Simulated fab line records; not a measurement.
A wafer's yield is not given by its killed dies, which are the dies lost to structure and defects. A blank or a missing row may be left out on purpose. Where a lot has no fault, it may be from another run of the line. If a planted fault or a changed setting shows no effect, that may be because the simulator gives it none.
fab line records	flow n5-finfet
[record] lots = 10	wafers = 29	last-day = 17
route steps=1938 shown BEOL_M10@1507 BEOL_M11@1540 PASSIVATION@1936
lots that met no fault: taken from a fault-free run of the same line
start-h: the number of hours between the record's first day and the start of the first shown wafer of the lot	wait-h: hours from the lot's prior step to this one	" identical to the entry in the row above	L1.1+2: several wafers, shown together as one row	- no value, or no start was given	* or withheld: withheld	< > ~ a bound
route shown NAME@n: NAME is a module with steps in the file, n the number in the route of the first one	usual: mean/standard deviation of fault-free wafers	same: alike in all rows	chamber/n: place in a boat	sites: per-site readings	_std_site: the values' standard deviation	_edge_site: mean of outer sites minus mean of inner sites	radius-mm: for every site, how far away it sits from the centre of the wafer	mask NAME#n: copy n	behind: the tool/chamber that last shaped the wafer	hold: the reason the lot was held/the length of the hold in hours/how it ended	device: which transistor (n, p or np) failed to switch	end of line: the tests these same wafers got at the end of their route	where a step has no rows: the recipe by itself	killed: not the wafer's yield, but the dies lost to structure and defects at the first sort	map: a wafer's dies, marking killed ones x, the rest . and places with no die _
set.NAME: the setting that was run; set.NAME@STEP: the one run at that earlier step	model.NAME: the simulator's own value behind a step, which no gauge read
steps of the route over a sample of lots; a table a step, a row a wafer
services: when a tool's chamber went out of use (start-h, in hours from the record's first day, below 0 if earlier), for how many hours, and the reason
[[steps]]
[step N5_BEOL_M10_ETCH_66]
[recipe] chemistry = N2/H2	target = SOC	target-depth-a = 1200	overetch-a = 240	mask-material = SiARC	temp-c = 40	time-s = 180	ion-energy-ev = 200	pressure-mtorr = 30	source-w = 840	bias-w = 150	n2-flow-sccm = 200	h2-flow-sccm = 200
[usual] drypump-motor-current-A = 5.7/0.42	oes-product-au = 0.67/0.051	rf-vpp-V = 524.2/2	showerhead-plenum-p-Torr = 2.55/0.071	throttle-valve-pct = 17.79/0.15
lot.wafer	tool	chamber	start-h	wait-h	drypump-motor-current-A	oes-product-au	rf-hours-counter-h	rf-vpp-V	showerhead-plenum-p-Torr	throttle-valve-pct
L377.2	rie-diel-06	1	262.77	0.0	6.2	0.56	242	519.7	2.39	18.02
L377.3	"	2	"	"	5.3	0.67	82	528.8	2.68	17.71
L377.4	"	3	"	"	5.1	0.74	18	525.4	2.59	17.62
L379.5	rie-diel-05	2	273.85	0.1	5.8	0.67	-	522.0	2.46	17.88
L379.6	"	3	"	"	6.3	0.72	-	524.5	2.61	17.75
L381.4	rie-diel-05	2	288.77	0.0	5.8	0.66	84	520.4	2.46	17.89
L381.5	"	0	"	"	5.7	0.61	-	524.5	2.57	17.66
L381.6	"	1	"	"	5.9	0.68	-	521.7	2.45	17.89
L382.2	rie-diel-05	1	309.18	0.0	5.9	0.68	81	522.7	2.45	17.92
L382.4	"	3	"	"	6.2	0.70	31	525.2	2.61	17.76
L382.6	"	1	"	"	5.9	0.67	-	522.1	2.45	17.90
L386.1	rie-diel-06	0	314.50	0.0	5.3	0.57	208	523.4	2.53	18.23
L386.3	"	1	"	"	6.2	0.79	2	529.1	2.71	17.59
L386.4	"	2	"	"	5.3	0.65	103	526.8	2.67	17.73
L387.4	rie-diel-05	1	314.81	0.0	5.9	0.67	83	521.8	2.45	17.90
L387.5	"	2	"	"	5.8	0.66	-	520.7	2.46	17.90
L387.6	"	3	"	"	6.3	0.70	-	524.0	2.61	17.78
L385.1	rie-diel-01	3	318.91	0.0	5.6	0.75	12	524.7	2.60	17.68
L385.2	"	1	"	"	6.1	0.63	133	523.9	2.53	17.81
L385.3	"	0	"	"	5.4	0.65	115	525.3	2.54	17.67
L389.1	rie-diel-06	0	324.50	0.0	5.3	0.58	211	521.9	2.53	18.22
L389.3	"	1	"	"	6.2	0.78	5	527.9	2.71	17.62
L389.6	"	3	"	"	5.1	0.70	-	525.5	2.58	17.66
L390.1	rie-diel-05	1	331.31	0.0	5.9	0.67	88	521.5	2.45	17.90
L390.4	"	3	"	"	6.3	0.69	39	526.1	2.61	17.79
L390.5	"	3	"	"	6.3	0.69	-	524.0	2.61	17.78
L395.2	rie-diel-01	3	367.76	0.0	5.6	0.72	30	525.3	2.59	17.71
L395.3	"	1	"	"	6.1	0.62	151	524.5	2.52	17.84
L395.5	"	1	"	"	6.1	0.61	-	524.4	2.52	17.83
[step N5_BEOL_M10_SURFACE_TREAT_76]
[recipe] gas = Ar	time-s = *	ion-energy-ev = *	ion-current-ma-cm2 = 0.5	pressure-mtorr = *	ar-flow-sccm = 30
[usual] throttle-valve-pct = *
lot.wafer	tool	chamber	start-h	wait-h	throttle-valve-pct
L377.2	pvd-sputter-01	-	264.26	0.2	*
L377.3	"	-	"	"	*
L377.4	"	-	"	"	*
L379.5	pvd-sputter-03	-	275.19	0.1	*
L379.6	"	-	"	"	*
L381.4	pvd-sputter-01	-	290.67	0.4	*
L381.5	"	-	"	"	*
L381.6	"	-	"	"	*
L382.2	pvd-sputter-02	-	310.98	0.2	*
L382.4	"	-	"	"	*
L382.6	"	-	"	"	*
L386.1	pvd-sputter-01	-	316.06	0.2	*
L386.3	"	-	"	"	*
L386.4	"	-	"	"	*
L387.4	pvd-sputter-03	-	316.73	0.2	*
L387.5	"	-	"	"	*
L387.6	"	-	"	"	*
L385.1	pvd-sputter-01	-	320.26	0.2	*
L385.2	"	-	"	"	*
L385.3	"	-	"	"	*
L389.1	pvd-sputter-01	-	326.18	0.3	*
L389.3	"	-	"	"	*
L389.6	"	-	"	"	*
L390.1	pvd-sputter-02	-	333.07	0.2	*
L390.4	"	-	"	"	*
L390.5	"	-	"	"	*
L395.2	pvd-sputter-03	-	369.14	0.2	*
L395.3	"	-	"	"	*
L395.5	"	-	"	"	*
[step N5_BEOL_M10_CMP_52]
[recipe] stop-on = SiCOH_lowk	t-overpolish-s = 7	down-force-psi = 1	platen-rpm = 50	clearing-platen-down-force-psi = 1.5	clearing-platen-rpm = 50	post-cmp-clean = cu-alkaline	target-thk-nm = 140	clearing-platen-pad-velocity-m-s = 0.99484	pad-velocity-m-s = 0.99484
[usual] barrier-field-endpoint-s = 29.1/0.78	motor-current-A = 5.7/0.51	overpolish-run-s = 7.001/0.0099	time-to-endpoint-s = 66/3.3
lot.wafer	tool	chamber	start-h	wait-h	barrier-field-endpoint-s	motor-current-A	overpolish-run-s	time-to-endpoint-s
L377.3	cmp-01	2	265.28	0.2	28.8	6.6	6.991	67
L377.4	"	3	"	"	27.8	5.6	7.011	66
L377.2	"	0	"	"	28.3	5.5	7.011	62
L379.6	cmp-02	2	276.68	0.2	29.7	4.6	7.009	69
L379.5	"	3	"	"	30.0	5.6	7.008	71
L381.4	cmp-01	1	293.46	0.2	29.1	6.2	7.005	63
L381.6	"	3	"	"	28.8	6.1	7.002	62
L381.5	"	0	"	"	28.2	5.8	7.008	64
L382.2	cmp-03	0	311.80	0.2	28.3	5.6	6.983	64
L382.4	"	1	"	"	29.8	5.3	6.990	68
L382.6	"	0	"	"	29.0	5.4	6.994	62
L386.1	cmp-01	3	317.16	0.3	27.6	5.7	7.009	64
L386.4	"	0	"	"	29.0	6.2	7.015	64
L386.3	"	1	"	"	28.7	5.8	6.992	66
L387.4	cmp-01	2	317.69	0.3	30.1	6.6	6.970	69
L387.5	"	3	"	"	29.2	5.9	7.011	65
L387.6	"	0	"	"	29.0	5.6	6.997	67
L385.1	cmp-01	1	321.10	0.3	28.9	5.9	7.001	67
L385.3	"	3	"	"	28.5	5.7	6.992	64
L385.2	"	0	"	"	29.3	5.6	6.991	68
L389.1	cmp-03	0	327.03	0.3	28.6	5.3	6.988	66
L389.3	"	2	"	"	27.6	5.3	7.004	62
L389.6	"	0	"	"	29.1	5.7	7.001	66
L390.4	cmp-01	2	333.86	0.1	28.9	6.7	6.985	66
L390.1	"	3	"	"	27.7	5.8	6.984	65
L390.5	"	3	"	"	28.3	5.7	7.017	64
L395.3	cmp-03	2	370.40	0.3	27.8	5.3	7.010	61
L395.2	"	3	"	"	28.3	6.2	6.999	64
L395.5	"	0	"	"	28.4	5.4	6.975	64
[step N5_BEOL_M10_INSPECT_58]
[recipe] inspect-instrument = darkfield	mode = post-dep
[usual] raw-defect-count = 78/28
lot.wafer	tool	chamber	start-h	wait-h	raw-defect-count
L377.2	defect-inspect-02	-	265.69	0.0	60
L377.3	"	-	"	"	77
L377.4	"	-	"	"	114
L379.5	defect-inspect-02	-	276.98	0.0	74
L379.6	"	-	"	"	115
L381.4	defect-inspect-02	-	293.84	0.0	94
L381.5	"	-	"	"	63
L381.6	"	-	"	"	84
L382.2	defect-inspect-01	-	312.22	0.0	83
L382.4	"	-	"	"	79
L382.6	"	-	"	"	113
L386.1	defect-inspect-01	-	317.62	0.0	97
L386.3	"	-	"	"	70
L386.4	"	-	"	"	94
L387.4	defect-inspect-02	-	318.03	0.0	66
L387.5	"	-	"	"	77
L387.6	"	-	"	"	70
L385.1	defect-inspect-02	-	321.59	0.0	920
L385.2	"	-	"	"	990
L385.3	"	-	"	"	1005
L389.1	defect-inspect-02	-	327.49	0.0	67
L389.3	"	-	"	"	45
L389.6	"	-	"	"	86
L390.1	defect-inspect-02	-	334.32	0.0	1035
L390.4	"	-	"	"	1062
L390.5	"	-	"	"	1006
L395.2	defect-inspect-01	-	370.78	0.0	59
L395.3	"	-	"	"	40
L395.5	"	-	"	"	55
[step N5_BEOL_M11_HM_DEP_02]
[recipe] material = TiN	target-thk-a = 200	temp-c = 25	chamber-pressure-pa = 0.49996
[usual] throttle-valve-pct = 30.6/0.81
lot.wafer	tool	chamber	start-h	wait-h	throttle-valve-pct
L377.2	pvd-sputter-03	-	266.59	0.2	30.5
L377.3	"	-	"	"	31.6
L377.4	"	-	"	"	30.6
L379.5	pvd-sputter-01	-	279.35	1.7	30.4
L379.6	"	-	"	"	29.6
L381.4	pvd-sputter-01	-	296.63	2.1	29.6
L381.5	"	-	"	"	29.7
L381.6	"	-	"	"	29.6
L382.2	pvd-sputter-03	-	313.27	0.4	31.7
L382.4	"	-	"	"	30.6
L382.6	"	-	"	"	31.8
L386.1	pvd-sputter-02	-	319.56	1.2	31.5
L386.3	"	-	"	"	30.7
L386.4	"	-	"	"	32.5
L387.4	pvd-sputter-03	-	319.65	0.9	30.3
L387.5	"	-	"	"	30.8
L387.6	"	-	"	"	31.7
L385.1	pvd-sputter-01	-	324.90	2.6	30.3
L385.2	"	-	"	"	29.8
L385.3	"	-	"	"	29.4
L389.1	pvd-sputter-03	-	328.21	0.0	31.8
L389.3	"	-	"	"	31.4
L389.6	"	-	"	"	31.6
L390.1	pvd-sputter-01	-	336.11	1.1	29.7
L390.4	"	-	"	"	30.2
L390.5	"	-	"	"	29.6
L395.2	pvd-sputter-03	-	373.60	2.1	30.9
L395.3	"	-	"	"	31.5
L395.5	"	-	"	"	30.5
[step N5_BEOL_M11_INSPECT_13]
[recipe] mode = adi	inspect-instrument = brightfield
[usual] raw-defect-count = 428/89
lot.wafer	tool	chamber	start-h	wait-h	raw-defect-count
L377.2	defect-inspect-01	-	267.01	0.0	268
L377.3	"	-	"	"	467
L377.4	"	-	"	"	448
L379.5	defect-inspect-02	-	279.85	0.0	406
L379.6	"	-	"	"	484
L381.4	defect-inspect-01	-	297.19	0.0	475
L381.5	"	-	"	"	605
L381.6	"	-	"	"	542
L382.2	defect-inspect-01	-	313.69	0.0	369
L382.4	"	-	"	"	344
L382.6	"	-	"	"	448
L386.1	defect-inspect-01	-	319.99	0.0	399
L386.3	"	-	"	"	442
L386.4	"	-	"	"	508
L387.4	defect-inspect-02	-	320.20	0.0	646
L387.5	"	-	"	"	434
L387.6	"	-	"	"	534
L385.1	defect-inspect-02	-	325.45	0.0	1226
L385.2	"	-	"	"	1326
L385.3	"	-	"	"	1369
L389.1	defect-inspect-02	-	328.76	0.0	487
L389.3	"	-	"	"	361
L389.6	"	-	"	"	402
L390.1	defect-inspect-01	-	336.54	0.0	1343
L390.4	"	-	"	"	1334
L390.5	"	-	"	"	1213
L395.2	defect-inspect-01	-	374.16	0.0	372
L395.3	"	-	"	"	319
L395.5	"	-	"	"	393
[step N5_PASSIVATION_PROBE_49]
[usual] defect-limited-yield = 91.3/1.5	killed_at_M0_to_M3 = 31/11	killed_at_M4_up = 14/5.1	killed-at-contacts = 12/5.6	killed-at-front-end = 42/12	killed-at-other = 3.8/2.9	killed-dies = 103/18	killed-on-rim = 14/4.5	killed-open = 67/14	killed-short = 33/8	sort_bin_5_function = 5.1/1	sort_bin_6_memory = 3.2/0.75	sort-n-pass = 1077/18	sort-yield-pct = 91.3/1.5
[same] gross-dies = 1180	killed-at-back-side = 0	sort_bin_4_leakage[%] = 0	sort_bin_8_speed[%] = 0
lot.wafer	tool	chamber	start-h	wait-h	defect-limited-yield[%]	killed_at_M0_to_M3	killed_at_M4_up	killed-at-contacts	killed-at-front-end	killed-at-other	killed-dies	killed-on-rim	killed-open	killed-short	sort_bin_5_function[%]	sort_bin_6_memory[%]	sort-n-pass	sort-yield-pct[%]
L377.2	prober-02	-	315.87	0.1	91.4	17	27	25	33	0	102	15	62	40	4.9	3.2	1078	91.4
L377.3	prober-02	-	315.92	0.1	93.6	19	15	10	32	0	76	5	59	17	3.7	2.3	1104	93.6
L377.4	prober-02	-	315.97	0.2	90.5	18	18	16	57	3	112	16	81	25	6.1	2.5	1068	90.5
L382.2	prober-02	-	367.96	0.1	91.2	23	11	14	54	2	104	18	73	30	4.3	4.0	1076	91.2
L382.4	prober-02	-	368.06	0.2	91.4	19	13	15	55	0	102	12	67	29	4.7	3.1	1078	91.4
L382.6	prober-02	-	368.16	0.3	91.9	42	10	7	34	2	95	12	76	19	5.2	2.7	1085	91.9
L387.4	prober-01	-	368.49	0.2	90.8	34	12	6	44	12	108	19	66	42	4.9	3.9	1072	90.8
L387.5	prober-01	-	368.54	0.2	91.9	20	17	16	41	2	96	11	77	19	4.0	4.1	1084	91.9
L387.6	prober-01	-	368.59	0.3	91.5	32	17	9	34	8	100	13	69	31	5.6	2.5	1080	91.5
L385.1	prober-02	-	374.03	0.0	44.1	22	574	11	48	5	660	67	60	33	34.0	18.1	520	44.1
L385.2	prober-02	-	374.08	0.1	41.6	16	611	11	48	3	689	104	56	29	39.3	14.9	491	41.6
L385.3	prober-02	-	374.13	0.1	41.1	20	618	5	44	8	695	102	64	18	40.2	14.3	485	41.1
L390.1	prober-01	-	384.76	0.0	44.3	24	598	13	21	1	657	81	40	23	36.4	15.4	523	44.3
L390.4	prober-01	-	384.91	0.2	42.5	32	612	3	25	6	678	96	44	26	36.5	17.1	502	42.5
L390.5	prober-01	-	384.96	0.2	44.4	21	616	6	12	1	656	85	31	20	35.8	15.4	524	44.4
L395.5	prober-01	-	416.56	0.2	92.6	19	12	7	47	2	87	10	56	31	4.6	2.5	1093	92.6
// killed by level:class
L377.2 MOL_CONTACT_COAG:geometric-particle:open=21 BEOL_M4:geometric-particle:short=14 STI_FIN_REVEAL:geometric-particle:open=10 GATE_CUT:geometric-particle:short=5 BEOL_M0_SAQP:geometric-particle:short=5 BEOL_M4:geometric-particle:open=5 ILD0:geometric-particle:open=4 ILD0:geometric-particle:short=4
L377.3 MOL_CONTACT_COAG:geometric-particle:open=10 FIN_SAQP:geometric-particle:open=8 BEOL_M0_SAQP:geometric-particle:open=7 BEOL_M4:geometric-particle:open=6 STI_FIN_REVEAL:geometric-particle:open=5 DUMMY_GATE:geometric-particle:open=5 FIN_SAQP:geometric-particle:short=3 GATE_CUT:geometric-particle:short=3
L377.4 STI_FIN_REVEAL:geometric-particle:open=15 MOL_CONTACT_COAG:geometric-particle:open=15 FIN_SAQP:geometric-particle:open=12 BEOL_M3:geometric-particle:open=7 BEOL_M4:geometric-particle:open=7 DUMMY_GATE:geometric-particle:open=6 FIN_SAQP:geometric-particle:short=5 STARTING-WAFER:geometric-particle:short=5
L382.2 FIN_SAQP:geometric-particle:open=22 MOL_CONTACT_COAG:geometric-particle:open=10 FIN_SAQP:geometric-particle:short=8 DUMMY_GATE:geometric-particle:open=7 STARTING-WAFER:geometric-particle:open=5 BEOL_M0_SAQP:geometric-particle:open=4 MOL_CONTACT_COAG:geometric-particle:short=4 BEOL_M0_SAQP:geometric-particle:short=4
L382.4 FIN_SAQP:geometric-particle:open=13 MOL_CONTACT_COAG:geometric-particle:open=11 BEOL_M1:geometric-particle:open=8 DUMMY_GATE:geometric-particle:open=7 STARTING-WAFER:geometric-particle:short=6 HKMG_FIN:area-etch=6 FIN_SAQP:geometric-particle:short=4 GATE_CUT:geometric-particle:short=4
L382.6 BEOL_M0:geometric-particle:open=10 FIN_SAQP:geometric-particle:open=9 BEOL_M0_SAQP:geometric-particle:open=9 FIN_SAQP:geometric-particle:short=8 DUMMY_GATE:geometric-particle:open=7 BEOL_M0_SAQP:geometric-particle:short=7 MOL_CONTACT_COAG:geometric-particle:open=6 BEOL_M3:geometric-particle:open=6
L387.4 STI_FIN_REVEAL:geometric-particle:open=16 BEOL_M0_SAQP:geometric-particle:short=12 BEOL_M2:geometric-particle:open=8 FIN_SAQP:geometric-particle:open=6 BEOL_M0_SAQP:geometric-particle:open=6 BEOL_M1:geometric-particle:open=6 FIN_SAQP:geometric-particle:short=5 MOL_CONTACT_COAG:geometric-particle:open=5
L387.5 STI_FIN_REVEAL:geometric-particle:open=16 MOL_CONTACT_COAG:geometric-particle:open=15 FIN_SAQP:geometric-particle:open=10 BEOL_M4:geometric-particle:open=9 BEOL_M0_SAQP:geometric-particle:open=5 BEOL_M5:geometric-particle:open=5 FIN_SAQP:geometric-particle:short=4 BEOL_M1:geometric-particle:open=4
L387.6 BEOL_M1:geometric-particle:open=12 FIN_SAQP:geometric-particle:open=10 STI_FIN_REVEAL:geometric-particle:open=10 BEOL_M4:geometric-particle:open=9 MOL_CONTACT_COAG:geometric-particle:open=6 BEOL_M0_SAQP:geometric-particle:short=6 BEOL_M0_SAQP:geometric-particle:open=5 BEOL_M1:geometric-particle:short=5
L385.1 BEOL_M10:unspecified=567 FIN_SAQP:geometric-particle:open=12 STI_FIN_REVEAL:geometric-particle:open=10 MOL_CONTACT_COAG:geometric-particle:open=9 FIN_SAQP:geometric-particle:short=8 BEOL_M0_SAQP:geometric-particle:short=5 DUMMY_GATE:geometric-particle:open=5 BEOL_M1:geometric-particle:open=4
L385.2 BEOL_M10:unspecified=603 FIN_SAQP:geometric-particle:open=25 FIN_SAQP:geometric-particle:short=6 MOL_CONTACT_COAG:geometric-particle:short=6 STARTING-WAFER:geometric-particle:short=6 MOL_CONTACT_COAG:geometric-particle:open=5 STI_FIN_REVEAL:geometric-particle:open=4 BEOL_M0_SAQP:geometric-particle:open=4
L385.3 BEOL_M10:unspecified=612 STI_FIN_REVEAL:geometric-particle:open=21 FIN_SAQP:geometric-particle:open=11 BEOL_M1:geometric-particle:open=7 MOL_CONTACT_COAG:geometric-particle:open=5 BEOL_M0_SAQP:geometric-particle:open=3 BEOL_M2:geometric-particle:open=3 BEOL_M4:geometric-particle:open=3
L390.1 BEOL_M10:unspecified=594 MOL_CONTACT_COAG:geometric-particle:open=9 STI_FIN_REVEAL:geometric-particle:open=8 BEOL_M0_SAQP:geometric-particle:short=6 BEOL_M0_SAQP:geometric-particle:open=5 GATE_CUT:geometric-particle:short=4 MOL_CONTACT_COAG:geometric-particle:short=4 BEOL_M1:geometric-particle:short=3
L390.4 BEOL_M10:unspecified=606 BEOL_M1:geometric-particle:open=7 BEOL_M1:geometric-particle:short=7 BEOL_M0_SAQP:geometric-particle:open=6 STI_FIN_REVEAL:geometric-particle:open=5 BEOL_M0_SAQP:geometric-particle:short=4 BEOL_M4:geometric-particle:open=4 STI_FIN_REVEAL:geometric-particle:short=3
L390.5 BEOL_M10:unspecified=605 BEOL_M1:geometric-particle:open=5 MOL_CONTACT_COAG:geometric-particle:open=4 DUMMY_GATE:geometric-particle:short=3 BEOL_M0_SAQP:geometric-particle:open=3 BEOL_M2:geometric-particle:short=3 BEOL_M3:geometric-particle:open=3 STARTING-WAFER:geometric-particle:short=3
L395.5 FIN_SAQP:geometric-particle:open=15 FIN_SAQP:geometric-particle:short=10 MOL_CONTACT_COAG:geometric-particle:open=7 STI_FIN_REVEAL:geometric-particle:open=5 BEOL_M2:geometric-particle:open=5 STI_FIN_REVEAL:geometric-particle:short=3 GATE_CUT:geometric-particle:short=3 BEOL_M0_SAQP:geometric-particle:short=3
[[services]]
tool	chamber	start-h	hours	kind
cmp-01	-	242.13	4.0	pm
cmp-01	-	246.13	-	consumable-replace:conditioner
cmp-01	-	246.13	-	consumable-replace:pad
cmp-01	-	257.31	0.7	repair
rie-diel-01	3	263.49	2.6	repair
rie-diel-01	3	266.36	-	clean
rie-diel-01	3	266.36	-	consumable-replace:focus-ring
rie-diel-01	3	266.36	24.7	scheduled-down
rie-diel-01	3	266.36	24.7	vent-cycle
rie-diel-06	1	287.58	-	clean
rie-diel-06	1	287.58	-	consumable-replace:focus-ring
rie-diel-06	1	287.58	-	consumable-replace:showerhead
rie-diel-06	1	287.58	19.8	scheduled-down
rie-diel-06	1	287.58	19.8	vent-cycle
cmp-01	-	290.15	2.1	repair
rie-diel-05	-	290.15	2.6	repair
rie-diel-06	0	300.58	5.8	repair
cmp-01	-	302.33	2.1	repair
cmp-02	-	313.84	4.0	pm
cmp-01	-	326.75	4.6	pm
cmp-03	-	338.55	9.7	repair
rie-diel-06	-	348.84	2.8	pm
rie-diel-05	0	350.53	25.4	repair
cmp-03	-	362.24	1.0	repair
[[key]]
[first-sign] step = N5_BEOL_M10_INSPECT_58	reading = raw-defect-count	direction = up	sigmas = 33	usual = 78	struck = 1003
[effect] step = N5_BEOL_M11_INSPECT_13	reading = raw-defect-count	direction = up	sigmas = 9.8	usual = 428	struck = 1302
[effect] step = N5_PASSIVATION_PROBE_49	reading = killed_at_M4_up	direction = up	sigmas = 99+	usual = 14	struck = 605
[more-kills-born-at] N5_BEOL_M10_CMP_52@cmp-01 = 3587
met-at N5_BEOL_M10_CMP_52
struck-lots L385,L390
not-acting-at N5_BEOL_M10_ETCH_66,N5_BEOL_M10_SURFACE_TREAT_76,N5_BEOL_M11_HM_DEP_02
onset-between 317.69 321.10
[fault] kind = chamber-particle-source	tool = cmp-01	chamber = -	onset-h = 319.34	steps = N5_BEOL_M10_CMP_52	rate-per-visit-cm2 = 1.4206	end-h = 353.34
